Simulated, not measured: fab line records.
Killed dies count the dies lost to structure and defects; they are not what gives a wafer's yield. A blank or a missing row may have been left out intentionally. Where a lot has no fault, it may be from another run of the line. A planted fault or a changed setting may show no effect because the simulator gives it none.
A lot that was struck, set against a sound lot -- flow nandHarc -- 19 out of 1159 route steps
Sound: these wafers, L408.1, L408.3, L408.4. The struck wafers were L421.1, L421.2, L421.5. The cause comes at the end.
Per side, at each step with rows, come the tool, then ch with its chambers, and then its first start. Under that, the readings that differ: sound wafers -- struck wafers -- difference of the means -- sigmas: that difference in standard deviations of wafers without a fault.
alike: same words and numbers on both sides, and readings whose means sit less than 2 such deviations apart. not compared: any withheld reading, any reading some wafer has no value for, any bound like >300 that may hide the same value, and any number with overlapping values for which the record gives no deviation.
The two part at a step that has a row with sigmas, a row that says differs or no value, or rows on one side only. Numbers that have no deviation but don't overlap get no sigmas and don't part them. Lack of a reading on every wafer of one side parts them only where that side has two or more wafers.

NHARC_P_ZERO_WELL_CD_MEAS_11: target cd 500 nm.
  sound on cdSem-01 ch 0, day 3 01:18; struck on cdSem-03 ch 0, day 6 07:07
  alike: cdNm
then, 1 step without rows for these wafers: NHARC_P_ZERO_WELL_HARDBAKE_12 (time 65 s).
NHARC_P_ZERO_WELL_DESCUM_13: chemistry O2, time 3 s.
  sound on rieDiel-11 ch 0,1,2, day 3 01:27; struck on rieDiel-04 ch 0,2, day 6 07:17
  alike: drypumpMotorCurrentA, oesProductAu, rfVppV, showerheadPlenumPTorr, throttleValvePct
  not compared: rfHoursCounterH
NHARC_P_ZERO_WELL_ETCH_65: etches the open film in N2/H2, target depth 80 nm, overetch 24 nm, time 87.88 s.
  sound on rieDiel-11 ch 1,2,3, day 3 01:33; struck on rieDiel-04 ch 0,2, day 6 07:23
  alike: biasW, drypumpMotorCurrentA, n2FlowSccm, oesProductAu, rfVppV, showerheadPlenumPTorr, throttleValvePct
  not compared: rfHoursCounterH
NHARC_P_ZERO_WELL_ETCH_62: etches the open film in CHF3/Ar, target depth 13 nm, time 6.5 s.
  sound on rieDiel-11 ch 0,1,2; struck on rieDiel-04 ch 0,2
  alike: biasW, drypumpMotorCurrentA, oesProductAu, rfVppV, showerheadPlenumPTorr, throttleValvePct
  not compared: rfHoursCounterH
NHARC_P_ZERO_WELL_ETCH_63: etches the open film in HBr/Cl2, target depth 120 nm, time 40.1 s.
  sound on rieSi-04 ch 0,1,2, day 3 01:43; struck on rieSi-06 ch 0,1,3, day 6 07:36
  alike: biasW, drypumpMotorCurrentA, oesProductAu, throttleValvePct
  not compared: rfHoursCounterH
then, 6 steps without rows for these wafers: NHARC_P_ZERO_WELL_STRIP_15 (strips in SPM, time 900 s); NHARC_P_ZERO_WELL_DEHYDRATE_16 (time 120 s); NHARC_P_ZERO_WELL_HMDS_17 (time 30 s); NHARC_P_ZERO_WELL_COAT_18; NHARC_P_ZERO_WELL_SOFTBAKE_19 (time 95 s); NHARC_P_ZERO_WELL_EBR_20.
NHARC_P_ZERO_WELL_EXPOSE_21: exposes mask P NWELL, target cd 720 nm.
  sound on krfScanner-02 ch 0, day 3 02:21; struck on krfScanner-02 ch 0, day 6 08:20
reading,sound,struck,difference,sigmas
exposureDoseMJCm2,22.301 22.314 22.320,24.584 24.543 24.547,+2.246,+99 or more
  alike: mask, reticleTempC
then, 2 steps without rows for these wafers: NHARC_P_ZERO_WELL_PEB_22 (peb time 85 s); NHARC_P_ZERO_WELL_DEVELOP_23 (time 70 s).
NHARC_P_ZERO_WELL_CD_MEAS_24: target cd 720 nm.
  sound on cdSem-01 ch 0, day 3 02:31; struck on cdSem-02 ch 0, day 6 08:29
reading,sound,struck,difference,sigmas
cdNm (nm),720.3 719.1 717.9,735.9 734.2 736.1,+16.3,+8
then, 1 step without rows for these wafers: NHARC_P_ZERO_WELL_HARDBAKE_25 (time 80 s).
NHARC_P_ZERO_WELL_DESCUM_26: chemistry O2, time 3 s.
  sound on rieDiel-07 ch 0,2,3, day 3 02:40; struck on rieDiel-04 ch 2,3, day 6 08:40
reading,sound,struck,difference,sigmas
model.P_ZERO_WELL.cdNm (nm),721.3 719.4 717.8,735.9 734.2 736.4,+16.0,
  alike: drypumpMotorCurrentA, oesProductAu, rfVppV, showerheadPlenumPTorr, throttleValvePct
  not compared: rfHoursCounterH
next, for these wafers, 1 step has no rows: NHARC_P_ZERO_WELL_IMPLANT_27.

WHERE THEY PART
Last at NHARC_P_ZERO_WELL_CD_MEAS_24 as far as this record goes, first at NHARC_P_ZERO_WELL_EXPOSE_21. Later steps at which nothing parts them and some readings are alike: NHARC_P_ZERO_WELL_DESCUM_26.

WHY: whatever the simulator had introduced
Drift in process parameters on krfScanner-02 at NHARC_P_ZERO_WELL_EXPOSE_21, starting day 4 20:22. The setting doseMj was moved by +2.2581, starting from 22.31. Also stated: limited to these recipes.
